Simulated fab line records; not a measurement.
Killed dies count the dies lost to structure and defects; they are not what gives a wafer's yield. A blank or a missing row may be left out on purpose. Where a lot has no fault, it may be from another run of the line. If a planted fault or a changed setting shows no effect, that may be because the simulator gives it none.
fab line records	flow n5_finfet
record: lots: 7	wafers: 21
route steps=1938 shown BEOL_M3@941 BEOL_M4@1021 BEOL_M5@1112
start_h: the number of hours between the record's first day and the start of the first shown wafer of the lot	wait_h: hours since the lot's step before	" identical to the entry in the row above	L1.1+2: several wafers, shown together as one row	- value missing, or start not given	* or withheld: withheld	< > ~ a bound
route shown NAME@n: names a module that has steps shown in the file, with the first one's number in the route	usual: mean/standard deviation of fault-free wafers	same: alike in all rows	chamber/n: place in a boat	sites: each site's reading	_std_site: the values' standard deviation	_edge_site: the outer-site mean with the inner-site mean subtracted	radius_mm: how far each site lies from the wafer's centre	mask NAME#n: copy n	behind: the most recent tool/chamber to have shaped the wafer	hold: reason for holding the lot/hours on hold/outcome of the hold	device: the transistor (n, p or np) that didn't switch	end of line: the same wafers' tests at the end of the route	step lacking rows: just its recipe	killed: dies lost to structure and defects at the first sort, not the wafer's yield	map: a wafer's dies, marking killed ones x, the rest . and places with no die _
set.NAME: the setting that was run; set.NAME@STEP: the one run at that earlier step	model.NAME: the simulator's own value behind a step, which no gauge read
lots with deliberately changed settings; one table per step, one row per wafer
== steps ==
step: N5_BEOL_M3_EXPOSE_08
recipe: mask_id: M3	na: 0.33	source_shape: dipole	sigma_inner: 0.369	sigma_outer: 0.767	polarization: unpolarized	dose_mj: 33
lot.wafer	tool	chamber	start_h	wait_h	mask	set.dose_mj
L074.1	euv_scanner-01	0	139.56	-	M3#0	33
L074.4+5	"	0	"	"	M3#0	34.59
L077.2+3+4	euv_scanner-02	0	160.44	-	M3#0	33
L084.1+2	euv_scanner-02	0	206.81	-	M3#0	33
L084.5	"	0	"	"	M3#0	31.77
L085.1+2	euv_scanner-02	0	210.53	-	M3#0	31.21
L085.4	"	0	"	"	M3#0	33
L086.1	euv_scanner-01	0	222.02	-	M3#0	34.51
L086.3+6	"	0	"	"	M3#0	33
L087.1+5	euv_scanner-02	0	225.70	-	M3#0	33
L087.2	"	0	"	"	M3#0	34.17
L093.3+6	euv_scanner-02	0	267.55	-	M3#0	33
L093.4	"	0	"	"	M3#0	34.55
step: N5_BEOL_M3_PEB_09
recipe: peb_temp_c: 100	peb_time_s: 60	resist: CAR-EUV
step: N5_BEOL_M3_DEVELOP_10
recipe: develop_time_s: 30	developer: TMAH	resist: CAR-EUV	rinse_liquid: surfactant_rinse	dry: air_spin	dev_temp_c: 23
lot.wafer	tool	chamber	start_h	wait_h	set.spin_rpm@BEOL_M3_COAT_05	model.CAR-EUV_of_BEOL_M3_COAT_05.thk_nm
L074.1	litho_track-01	0	-	-	1500	29.6
L074.4	"	0	"	"	1558	29
L074.5	"	0	"	"	1500	29.4
L077.2	litho_track-01	0	-	-	1500	29.4
L077.3+4	"	0	"	"	1500	29.6
L084.1+2	litho_track-02	0	-	-	1500	29.6
L084.5	"	0	"	"	1340	31.4
L085.1+4	litho_track-01	0	-	-	1500	29.6
L085.2	"	0	"	"	1394	30.6
L086.1+3+6	litho_track-02	0	-	-	1500	29.4
L087.1+2	litho_track-05	0	-	-	1500	29.6
L087.5	"	0	"	"	1334	31.4
L093.3+6	litho_track-05	0	-	-	1500	29.4
L093.4	"	0	"	"	1381	30.8
step: N5_BEOL_M3_DESCUM_16
recipe: chemistry: O2	time_s: 7	source_power_w: 50	bias_power_w: 20	pressure_mtorr: 20	rf_frequency_hz: 2.712e+07	temp_c: 40	resist: CAR-EUV	o2_flow_sccm: 225
step: N5_BEOL_M3_ETCH_74
recipe: chemistry: N2/H2	target: underlayer	target_depth_a: 65	mask_material: CAR-EUV	time_s: 5.2	ion_energy_ev: 200	pressure_mtorr: 30	source_w: 840	bias_w: 150	n2_flow_sccm: 200	h2_flow_sccm: 200	ends: cleared
lot.wafer	tool	chamber	start_h	wait_h	set.dose_mj@BEOL_M3_EXPOSE_08	model.BEOL_M3.cd_offset_nm
L074.1	rie_diel-03	3	139.84	0.0	33	0.4
L074.4	"	1	"	"	34.59	1.2
L074.5	"	1	"	"	34.59	1
L077.2+3+4	rie_diel-01	1,2,0	160.95	0.0	33	0.2
L084.1	rie_diel-02	2	207.10	0.0	33	0
L084.2	"	1	"	"	33	-0.2
L084.5	"	0	"	"	31.77	-0.8
L085.1	rie_diel-02	2	211.45	0.0	31.21	-1.6
L085.2	"	0	"	"	31.21	-1.4
L085.4	"	3	"	"	33	-0.2
L086.1	rie_diel-02	2	222.30	0.0	34.51	0.8
L086.3+6	"	1,2	"	"	33	-0.2
L087.1	rie_diel-02	0	225.98	0.0	33	-0.2
L087.2	"	1	"	"	34.17	0.6
L087.5	"	3	"	"	33	-0.4
L093.3	rie_diel-03	2	267.83	0.0	33	-0.2
L093.4	"	1	"	"	34.55	1
L093.6	"	1	"	"	33	0
step: N5_BEOL_M3_ETCH_63
recipe: chemistry: CF4	target: SiARC	target_depth_a: 156	mask_material: CAR-EUV	time_s: 26	ion_energy_ev: 80	pressure_mtorr: 40	source_w: 545	bias_w: 36	Ar_flow_sccm: 100	cf4_flow_sccm: 100	ends: cleared
lot.wafer	tool	chamber	start_h	wait_h	set.dose_mj@BEOL_M3_EXPOSE_08	model.BEOL_M3.cd_offset_nm
L074.1	rie_diel-03	3	139.86	0.0	33	0.4
L074.4	"	1	"	"	34.59	1.2
L074.5	"	1	"	"	34.59	1
L077.2	rie_diel-01	1	160.97	0.0	33	0.4
L077.3+4	"	2,0	"	"	33	0.2
L084.1	rie_diel-02	2	207.12	0.0	33	0.2
L084.2	"	1	"	"	33	-0.2
L084.5	"	0	"	"	31.77	-0.6
L085.1	rie_diel-02	2	211.47	0.0	31.21	-1.6
L085.2	"	0	"	"	31.21	-1.2
L085.4	"	3	"	"	33	-0.2
L086.1	rie_diel-02	2	222.32	0.0	34.51	0.8
L086.3+6	"	1,2	"	"	33	-0.2
L087.1	rie_diel-02	0	226.00	0.0	33	0
L087.2	"	1	"	"	34.17	0.4
L087.5	"	3	"	"	33	-0.4
L093.3+6	rie_diel-03	2,1	267.85	0.0	33	-0.4
L093.4	"	1	"	"	34.55	0.6
step: N5_BEOL_M3_ETCH_64
recipe: chemistry: N2/H2	target: SOC	target_depth_a: 750	overetch_a: 150	mask_material: SiARC	temp_c: 40	time_s: 112.5	ion_energy_ev: 200	pressure_mtorr: 30	source_w: 840	bias_w: 150	n2_flow_sccm: 200	h2_flow_sccm: 200
step: N5_BEOL_M3_STRIP_65
recipe: chemistry: N2/H2	temp_c: 40	n2_flow_sccm: 200	h2_flow_sccm: 200	rf_frequency_hz: 6e+07
step: N5_BEOL_M3_HM_OPEN_17
recipe: chemistry: Cl2/BCl3	target_depth_a: 200	overetch_a: 60	target: TiN	mask_material: SOC	ion_energy_ev: 150	pressure_mtorr: 10	icp_w: 1000	bias_w: 126	Cl2_flow_sccm: 53.25	bcl3_flow_sccm: 21.75	Ar_flow_sccm: 25
step: N5_BEOL_M3_STRIP_19
recipe: chemistry: O2	power_w: 400	temp_c: 40	pressure_mtorr: 30	rf_frequency_hz: 6e+07	bias_power_w: 0	overash_fraction: 0.2	o2_flow_sccm: 225
step: N5_BEOL_M3_CD_MEAS_18
recipe: pitch_nm: 36	target_cd_nm: 18
usual: cd_nm: 18.1/0.43
lot.wafer	tool	chamber	start_h	wait_h	set.dose_mj@BEOL_M3_EXPOSE_08	cd_nm
L074.1	cd_sem-02	-	140.50	0.0	33	18.4
L074.4	"	-	"	"	34.59	19.7
L074.5	"	-	"	"	34.59	19.4
L077.2	cd_sem-01	-	161.37	0.1	33	18.5
L077.3	"	-	"	"	33	18.6
L077.4	"	-	"	"	33	17.9
L084.1	cd_sem-02	-	207.50	0.0	33	18.2
L084.2	"	-	"	"	33	17.8
L084.5	"	-	"	"	31.77	17.6
L085.1	cd_sem-01	-	211.87	0.1	31.21	16.6
L085.2	"	-	"	"	31.21	17.1
L085.4	"	-	"	"	33	18.4
L086.1	cd_sem-03	-	222.70	0.1	34.51	18.8
L086.3	"	-	"	"	33	17.5
L086.6	"	-	"	"	33	17.6
L087.1	cd_sem-02	-	226.47	0.0	33	18.4
L087.2	"	-	"	"	34.17	19.0
L087.5	"	-	"	"	33	18.2
L093.3	cd_sem-01	-	268.23	0.1	33	17.6
L093.4	"	-	"	"	34.55	18.8
L093.6	"	-	"	"	33	17.4
step: N5_BEOL_M3_COAT_76
recipe: resist: underlayer	temp_c: 205	time_s: 60	spin_rpm: 1500	resist_thk_nm: 5
lot.wafer	tool	chamber	start_h	wait_h	set.spin_rpm
L074.1+4+5	litho_track-05	0	-	-	1500
L077.2+3+4	litho_track-05	0	-	-	1500
L084.1+2+5	litho_track-05	0	-	-	1617
L085.1	litho_track-02	0	-	-	1371
L085.2+4	"	0	"	"	1500
L086.1	litho_track-02	0	-	-	1349
L086.3+6	"	0	"	"	1500
L087.1+5	litho_track-01	0	-	-	1448
L087.2	"	0	"	"	1500
L093.3+6	litho_track-01	0	-	-	1659
L093.4	"	0	"	"	1500
step: N5_BEOL_M3_COAT_22
recipe: resist: CAR-EUV	spin_rpm: 1500	resist_thk_nm: 30
lot.wafer	tool	chamber	start_h	wait_h	set.spin_rpm	model.CAR-EUV_of_BEOL_M3_COAT_22.thk_nm
L074.1+4	litho_track-05	0	-	-	1623	29
L074.5	"	0	"	"	1500	30
L077.2+3+4	litho_track-05	0	-	-	1500	30
L084.1	litho_track-05	0	-	-	1451	30.4
L084.2	"	0	"	"	1500	30
L084.5	"	0	"	"	1500	29.8
L085.1	litho_track-02	0	-	-	1600	29.2
L085.2	"	0	"	"	1500	30
L085.4	"	0	"	"	1500	30.2
L086.1+3	litho_track-02	0	-	-	1500	30
L086.6	"	0	"	"	1500	29.8
L087.1	litho_track-01	0	-	-	1500	30
L087.2	"	0	"	"	1500	30.2
L087.5	"	0	"	"	1355	31.8
L093.3+4	litho_track-01	0	-	-	1500	30
L093.6	"	0	"	"	1628	28.8
step: N5_BEOL_M3_EBR_24
recipe: solvent: PGMEA	ebr_width_mm: 1.5
step: N5_BEOL_M3_SOFTBAKE_23
recipe: temp_c: 110	time_s: 60	resist: CAR-EUV
step: N5_BEOL_M3_DESCUM_33
recipe: chemistry: O2	time_s: 7	source_power_w: 50	bias_power_w: 20	pressure_mtorr: 20	rf_frequency_hz: 2.712e+07	temp_c: 40	resist: CAR-EUV	o2_flow_sccm: 225
step: N5_BEOL_M3_ETCH_77
recipe: chemistry: N2/H2	target: underlayer	target_depth_a: 65	mask_material: CAR-EUV	time_s: 5.2	ion_energy_ev: 200	pressure_mtorr: 30	source_w: 840	bias_w: 150	n2_flow_sccm: 200	h2_flow_sccm: 200	ends: cleared
lot.wafer	tool	chamber	start_h	wait_h	set.spin_rpm@BEOL_M3_COAT_76	model.etch.depth_nm
L074.1	rie_diel-01	3	141.10	0.0	1500	4.988
L074.4	"	1	"	"	1500	5.008
L074.5	"	1	"	"	1500	4.995
L077.2	rie_diel-02	1	161.97	0.0	1500	5.007
L077.3	"	2	"	"	1500	4.999
L077.4	"	0	"	"	1500	5.002
L084.1	rie_diel-03	2	207.98	0.0	1617	4.827
L084.2	"	3	"	"	1617	4.833
L084.5	"	2	"	"	1617	4.836
L085.1	rie_diel-02	3	212.47	0.0	1371	5.234
L085.2	"	2	"	"	1500	5.016
L085.4	"	0	"	"	1500	5.003
L086.1	rie_diel-03	1	223.69	0.0	1349	5.287
L086.3	"	2	"	"	1500	5.002
L086.6	"	2	"	"	1500	5.017
L087.1	rie_diel-01	1	227.11	0.0	1448	5.079
L087.2	"	3	"	"	1500	4.995
L087.5	"	2	"	"	1448	5.085
L093.3	rie_diel-03	0	268.83	0.0	1659	4.769
L093.4	"	3	"	"	1500	5.034
L093.6	"	1	"	"	1659	4.786
step: N5_BEOL_M4_ILD_DEP_00
recipe: material: SiOC	target_thk_a: 790	temp_c: 350	precursor: DEMS/O2	pressure_torr: 5	rf_w: 500	time_s: 15.3
lot.wafer	tool	chamber	start_h	wait_h	set.time_s	model.SiOC_of_BEOL_M4_ILD_DEP_00.thk_nm
L074.1	pecvd-04	0	151.67	0.0	14.43	72.2
L074.4	"	1	"	"	15.3	79
L074.5	"	1	"	"	15.3	78.8
L077.2	pecvd-04	1	170.92	0.0	15.3	76.8
L077.3	"	0	"	"	15.3	78
L077.4	"	1	"	"	15.3	78.2
L084.1	pecvd-01	0	215.81	0.0	16.76	85.2
L084.2	"	1	"	"	15.3	78
L084.5	"	0	"	"	16.76	86.4
L085.1	pecvd-03	2	219.06	0.0	15.3	78.8
L085.2	"	0	"	"	15.3	78.4
L085.4	"	1	"	"	15.3	80.2
L086.1	pecvd-01	1	233.46	0.0	17.37	88.6
L086.3	"	1	"	"	17.37	89.8
L086.6	"	1	"	"	15.3	79.6
L087.1	pecvd-04	2	236.80	0.1	15.3	78
L087.2	"	0	"	"	15.3	78.8
L087.5	"	0	"	"	15.3	79.6
L093.3	pecvd-03	0	283.33	0.0	15.3	79.2
L093.4+6	"	0,2	"	"	16.8	87.2
step: N5_BEOL_M4_THK_MEAS_01
recipe: reads: SiOC_of_BEOL_M4_ILD_DEP_00
usual: M4_ILD_THK: 79.1/1
lot.wafer	tool	chamber	start_h	wait_h	set.time_s@BEOL_M4_ILD_DEP_00	M4_ILD_THK[nm]
L074.1	film_metro-02	-	151.75	0.1	14.43	72.2
L074.4	"	-	"	"	15.3	79.0
L074.5	"	-	"	"	15.3	78.9
L077.2	film_metro-02	-	170.99	0.1	15.3	76.7
L077.3	"	-	"	"	15.3	78.1
L077.4	"	-	"	"	15.3	78.3
L084.1	film_metro-02	-	215.90	0.1	16.76	85.3
L084.2	"	-	"	"	15.3	78.0
L084.5	"	-	"	"	16.76	86.4
L085.1	film_metro-02	-	219.12	0.0	15.3	78.7
L085.2	"	-	"	"	15.3	78.4
L085.4	"	-	"	"	15.3	80.2
L086.1	film_metro-02	-	233.60	0.1	17.37	88.5
L086.3	"	-	"	"	17.37	89.8
L086.6	"	-	"	"	15.3	79.6
L087.1	film_metro-02	-	236.86	0.0	15.3	77.9
L087.2	"	-	"	"	15.3	78.9
L087.5	"	-	"	"	15.3	79.8
L093.3	film_metro-02	-	283.40	0.1	15.3	79.1
L093.4	"	-	"	"	16.8	87.2
L093.6	"	-	"	"	16.8	87.2
step: N5_BEOL_M4_COAT_62
recipe: resist: SiARC	temp_c: 220	time_s: 60	spin_rpm: 1500	resist_thk_nm: 12
lot.wafer	tool	chamber	start_h	wait_h	set.spin_rpm	model.SiARC_of_BEOL_M4_COAT_62.thk_nm
L074.1	litho_track-03	0	-	-	1335	12.8
L074.4+5	"	0	"	"	1500	12
L077.2+3+4	litho_track-03	0	-	-	1500	12
L084.1	litho_track-03	0	-	-	1500	12
L084.2+5	"	0	"	"	1435	12.4
L085.1+4	litho_track-05	0	-	-	1500	12
L085.2	"	0	"	"	1604	11.6
L086.1+6	litho_track-05	0	-	-	1423	12.2
L086.3	"	0	"	"	1500	12
L087.1+2+5	litho_track-04	0	-	-	1500	12
L093.3	litho_track-03	0	-	-	1500	12.2
L093.4+6	"	0	"	"	1500	12
step: N5_BEOL_M4_COAT_73
recipe: resist: underlayer	temp_c: 205	time_s: 60	spin_rpm: 1500	resist_thk_nm: 5
step: N5_BEOL_M4_COAT_05
recipe: resist: CAR-EUV	spin_rpm: 1500	resist_thk_nm: 30
step: N5_BEOL_M4_DESCUM_16
recipe: chemistry: O2	time_s: 7	source_power_w: 50	bias_power_w: 20	pressure_mtorr: 20	rf_frequency_hz: 2.712e+07	temp_c: 40	resist: CAR-EUV	o2_flow_sccm: 225
step: N5_BEOL_M4_ETCH_74
recipe: chemistry: N2/H2	target: underlayer	target_depth_a: 65	mask_material: CAR-EUV	time_s: 5.2	ion_energy_ev: 200	pressure_mtorr: 30	source_w: 840	bias_w: 150	n2_flow_sccm: 200	h2_flow_sccm: 200	ends: cleared
step: N5_BEOL_M4_ETCH_63
recipe: chemistry: CF4	target: SiARC	target_depth_a: 156	mask_material: CAR-EUV	time_s: 26	ion_energy_ev: 80	pressure_mtorr: 40	source_w: 545	bias_w: 36	Ar_flow_sccm: 100	cf4_flow_sccm: 100	ends: cleared
lot.wafer	tool	chamber	start_h	wait_h	set.spin_rpm@BEOL_M4_COAT_62	model.etch.depth_nm
L074.1	rie_diel-06	0	152.99	0.0	1335	12.76
L074.4	"	1	"	"	1500	12.02
L074.5	"	3	"	"	1500	12.05
L077.2	rie_diel-06	2	174.85	0.0	1500	12.04
L077.3	"	1	"	"	1500	12
L077.4	"	3	"	"	1500	12.06
L084.1	rie_diel-04	3	217.54	0.0	1500	12.06
L084.2	"	2	"	"	1435	12.35
L084.5	"	3	"	"	1435	12.33
L085.1+4	rie_diel-06	2,3	221.34	0.0	1500	12.05
L085.2	"	0	"	"	1604	11.63
L086.1	rie_diel-06	2	234.84	0.0	1423	12.29
L086.3	"	3	"	"	1500	11.97
L086.6	"	2	"	"	1423	12.3
L087.1	rie_diel-06	3	237.79	0.0	1500	12
L087.2+5	"	0	"	"	1500	11.97
L093.3	rie_diel-05	1	284.45	0.0	1500	12.1
L093.4+6	"	2,0	"	"	1500	12.07
step: N5_BEOL_M5_ILD_DEP_00
recipe: material: SiCOH_lowk	target_thk_a: 1406.4	temp_c: 300	precursor: DEMS/porogen	pressure_torr: 5	rf_w: 500	time_s: 25.9
lot.wafer	tool	chamber	start_h	wait_h	set.time_s	model.SiCOH_lowk_of_BEOL_M5_ILD_DEP_00.thk_nm
L074.1	pecvd-02	1	162.31	0.8	25.9	137
L074.4	"	1	"	"	27.87	149.6
L074.5	"	0	"	"	25.9	140.2
L077.2	pecvd-02	2	182.12	0.7	25.9	135.8
L077.3	"	0	"	"	25.9	138.6
L077.4	"	1	"	"	25.9	139.8
L084.1	pecvd-01	0	225.85	0.8	25.9	139.6
L084.2	"	1	"	"	25.9	138.6
L084.5	"	0	"	"	25.9	143.2
L085.1	pecvd-04	1	229.18	0.8	22.6	122.6
L085.2	"	0	"	"	25.9	140.6
L085.4	"	2	"	"	22.6	124.6
L086.1	pecvd-04	2	245.43	0.8	25.9	139.8
L086.3	"	0	"	"	25.9	141.6
L086.6	"	0	"	"	25.9	144
L087.1	pecvd-04	1	248.17	0.8	25.9	139.4
L087.2	"	0	"	"	23.7	128.6
L087.5	"	2	"	"	23.7	130.6
L093.3	pecvd-04	2	292.38	0.5	25.9	140.6
L093.4	"	0	"	"	25.9	143
L093.6	"	1	"	"	25.9	142.6
step: N5_BEOL_M5_CURE_79
recipe: temp_c: 385	time_s: 240	ambient: He/Ar	material: SiCOH_lowk
lot.wafer	tool	chamber	start_h	wait_h	set.time_s@BEOL_M5_ILD_DEP_00	model.SiCOH_lowk_of_BEOL_M5_ILD_DEP_00.thk_nm
L074.1	uv_cure-01	0	162.37	0.0	25.9	117.8
L074.4	"	0	"	"	27.87	128.8
L074.5	"	0	"	"	25.9	120.6
L077.2	uv_cure-01	0	182.26	0.1	25.9	116.8
L077.3	"	0	"	"	25.9	119.2
L077.4	"	0	"	"	25.9	120.2
L084.1	uv_cure-02	1	225.93	0.1	25.9	120.2
L084.2	"	1	"	"	25.9	119.2
L084.5	"	1	"	"	25.9	123.2
L085.1	uv_cure-02	1	229.24	0.0	22.6	105.4
L085.2	"	1	"	"	25.9	121
L085.4	"	1	"	"	22.6	107.2
L086.1	uv_cure-03	0	245.50	0.0	25.9	120.2
L086.3	"	0	"	"	25.9	121.8
L086.6	"	0	"	"	25.9	124
L087.1	uv_cure-01	2	248.23	0.0	25.9	120
L087.2	"	2	"	"	23.7	110.6
L087.5	"	2	"	"	23.7	112.2
L093.3	uv_cure-03	2	292.60	0.2	25.9	121
L093.4	"	2	"	"	25.9	123.2
L093.6	"	2	"	"	25.9	122.6
step: N5_BEOL_M5_THK_MEAS_01
recipe: reads: SiCOH_lowk_of_BEOL_M5_ILD_DEP_00
usual: M5_ILD_THK: 120.6/1.7
lot.wafer	tool	chamber	start_h	wait_h	set.time_s@BEOL_M5_ILD_DEP_00	M5_ILD_THK[nm]
L074.1	film_metro-02	-	162.88	0.4	25.9	117.9
L074.4	"	-	"	"	27.87	128.7
L074.5	"	-	"	"	25.9	120.5
L077.2	film_metro-02	-	182.69	0.4	25.9	116.9
L077.3	"	-	"	"	25.9	119.2
L077.4	"	-	"	"	25.9	120.3
L084.1	film_metro-01	-	226.44	0.4	25.9	120.3
L084.2	"	-	"	"	25.9	119.3
L084.5	"	-	"	"	25.9	123.3
L085.1	film_metro-01	-	229.75	0.4	22.6	105.5
L085.2	"	-	"	"	25.9	120.9
L085.4	"	-	"	"	22.6	107.1
L086.1	film_metro-01	-	246.01	0.4	25.9	120.2
L086.3	"	-	"	"	25.9	121.9
L086.6	"	-	"	"	25.9	124.0
L087.1	film_metro-01	-	248.75	0.4	25.9	120.0
L087.2	"	-	"	"	23.7	110.7
L087.5	"	-	"	"	23.7	112.3
L093.3	film_metro-01	-	292.95	0.3	25.9	120.8
L093.4	"	-	"	"	25.9	123.2
L093.6	"	-	"	"	25.9	122.7
step: N5_BEOL_M5_COAT_05
recipe: resist: CAR-EUV	spin_rpm: 1500	resist_thk_nm: 30
lot.wafer	tool	chamber	start_h	wait_h	set.spin_rpm	model.CAR-EUV_of_BEOL_M5_COAT_05.thk_nm
L074.1+4+5	litho_track-03	0	-	-	1500	30
L077.2+4	litho_track-01	0	-	-	1500	29.8
L077.3	"	0	"	"	1500	30
L084.1+5	litho_track-03	0	-	-	1500	30.2
L084.2	"	0	"	"	1651	28.8
L085.1	litho_track-02	0	-	-	1422	30.6
L085.2+4	"	0	"	"	1422	30.8
L086.1+3	litho_track-02	0	-	-	1500	29.8
L086.6	"	0	"	"	1403	30.8
L087.1+2+5	litho_track-03	0	-	-	1500	30
L093.3	litho_track-02	0	-	-	1500	29.8
L093.4+6	"	0	"	"	1500	30
step: N5_BEOL_M5_ETCH_68
recipe: chemistry: N2/H2	target: SOC	target_depth_a: 800	overetch_a: 160	mask_material: SiARC	temp_c: 40	time_s: 120	ion_energy_ev: 200	pressure_mtorr: 30	source_w: 840	bias_w: 150	n2_flow_sccm: 200	h2_flow_sccm: 200
usual: rf_vpp_V: 523.4/2.2
lot.wafer	tool	chamber	start_h	wait_h	set.bias_w	rf_vpp_V
L074.1	rie_diel-03	3	169.09	0.0	150	520.6
L074.4	"	2	"	"	133.6	483.6
L074.5	"	1	"	"	150	528.3
L077.2	rie_diel-02	2	186.37	0.0	150	523.0
L077.3	"	3	"	"	150	525.0
L077.4	"	1	"	"	150	522.5
L084.1	rie_diel-01	2	232.13	0.0	157.3	536.4
L084.2	"	3	"	"	150	524.7
L084.5	"	3	"	"	157.3	540.3
L085.1	rie_diel-01	2	235.66	0.0	150	520.7
L085.2	"	3	"	"	150	524.9
L085.4	"	3	"	"	150	523.3
L086.1	rie_diel-03	2	251.37	0.0	150	528.4
L086.3	"	3	"	"	150	520.0
L086.6	"	0	"	"	150	527.1
L087.1	rie_diel-02	1	252.16	0.0	150	522.2
L087.2	"	2	"	"	150	523.8
L087.5	"	3	"	"	150	524.3
L093.3	rie_diel-01	2	295.98	0.0	142.8	504.3
L093.4	"	1	"	"	150	522.9
L093.6	"	0	"	"	150	521.9
== key ==
split: step: N5_BEOL_M3_EXPOSE_08	setting: dose_mj	stated: 33	by: wafer
response: step: N5_BEOL_M3_ETCH_74	reading: model.BEOL_M3.cd_offset_nm	change: +0.213	per: 1%	r: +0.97
response: step: N5_BEOL_M3_ETCH_63	reading: model.BEOL_M3.cd_offset_nm	change: +0.193	per: 1%	r: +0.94
response: step: N5_BEOL_M3_CD_MEAS_18	reading: cd_nm	change: +0.238	per: 1%	r: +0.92
split: step: N5_BEOL_M3_COAT_76	setting: spin_rpm	stated: 1500	by: wafer
response: step: N5_BEOL_M3_ETCH_77	reading: model.etch.depth_nm	change: -0.0259	per: 1%	r: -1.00
split: step: N5_BEOL_M3_COAT_22	setting: spin_rpm	stated: 1500	by: wafer
response: step: N5_BEOL_M3_COAT_22	reading: model.CAR-EUV_of_BEOL_M3_COAT_22.thk_nm	change: -0.147	per: 1%	r: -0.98
split: step: N5_BEOL_M4_ILD_DEP_00	setting: time_s	stated: 15.3	by: wafer
response: step: N5_BEOL_M4_ILD_DEP_00	reading: model.SiOC_of_BEOL_M4_ILD_DEP_00.thk_nm	change: +0.797	per: 1%	r: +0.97
response: step: N5_BEOL_M4_THK_MEAS_01	reading: M4_ILD_THK	change: +0.799	per: 1%	r: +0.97
split: step: N5_BEOL_M4_COAT_62	setting: spin_rpm	stated: 1500	by: wafer
response: step: N5_BEOL_M4_COAT_62	reading: model.SiARC_of_BEOL_M4_COAT_62.thk_nm	change: -0.0669	per: 1%	r: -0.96
response: step: N5_BEOL_M4_ETCH_63	reading: model.etch.depth_nm	change: -0.0645	per: 1%	r: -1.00
split: step: N5_BEOL_M5_ILD_DEP_00	setting: time_s	stated: 25.9	by: wafer
response: step: N5_BEOL_M5_ILD_DEP_00	reading: model.SiCOH_lowk_of_BEOL_M5_ILD_DEP_00.thk_nm	change: +1.31	per: 1%	r: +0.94
response: step: N5_BEOL_M5_CURE_79	reading: model.SiCOH_lowk_of_BEOL_M5_ILD_DEP_00.thk_nm	change: +1.14	per: 1%	r: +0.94
response: step: N5_BEOL_M5_THK_MEAS_01	reading: M5_ILD_THK	change: +1.13	per: 1%	r: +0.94
split: step: N5_BEOL_M5_COAT_05	setting: spin_rpm	stated: 1500	by: wafer
response: step: N5_BEOL_M5_COAT_05	reading: model.CAR-EUV_of_BEOL_M5_COAT_05.thk_nm	change: -0.144	per: 1%	r: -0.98
split: step: N5_BEOL_M5_ETCH_68	setting: bias_w	stated: 150	by: wafer
response: step: N5_BEOL_M5_ETCH_68	reading: rf_vpp_V	change: +3.61	per: 1%	r: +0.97
split outside_this_file step=N5_BEOL_M3_COAT_05 setting=spin_rpm
split outside_this_file: this setting was split too, and the file shows its column; the key of that split is in another file
